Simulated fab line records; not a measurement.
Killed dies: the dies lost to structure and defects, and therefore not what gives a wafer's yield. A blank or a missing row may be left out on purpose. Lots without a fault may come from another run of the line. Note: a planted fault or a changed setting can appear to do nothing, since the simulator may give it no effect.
Chamber matching    flow nandHarc    rieDiel-10 running NHARC_P_M1_STRIP_18: 4 sister chambers
The step strips in N2/H2. 4 wafers are shown with their chamber, then 12 later ones without.

WAFERS WITH THEIR CHAMBER
wafer   chamber  showerheadPlenumPTorr (Torr)
L083.1  3        2.05
L088.4  0        2.14
L088.5  1        2.10
L088.6  2        1.99

WAFERS MISSING THEIR CHAMBER
wafer   showerheadPlenumPTorr (Torr)
L089.3  2.05
L089.5  2.10
L089.6  1.99
L090.2  2.10
L090.3  1.99
L090.4  2.04
L093.1  2.10
L093.3  2.04
L093.6  2.04
L097.2  2.04
L097.4  1.98
L097.6  2.04

WHICH CHAMBER EACH ONE RAN IN
wafer   from the rows above  in truth
L089.3  3                    3
L089.5  1                    1
L089.6  2                    2
L090.2  1                    1
L090.3  2                    2
L090.4  3                    3
L093.1  1                    1
L093.3  3                    3
L093.6  3                    3
L097.2  3                    3
L097.4  2                    2
L097.6  3                    3
Correct placement for 12 of the 12. Not placeable from these rows: 0. Number placed wrongly: 0.
How it was worked out, from the rows above alone: a wafer's distance from a chamber is the root of the sum, over the readings, of the square of ((its reading less the chamber's mean) divided by the reading's scatter). The wafer belongs to the nearest chamber; if the next one is less than 2 further off, it can't be placed. For every chamber, the mean is computed from those of its wafers that are shown. The scatter (one wafer shown for each chamber): square how far every hidden wafer sits from the nearest shown wafer, average those squares and take the square root.
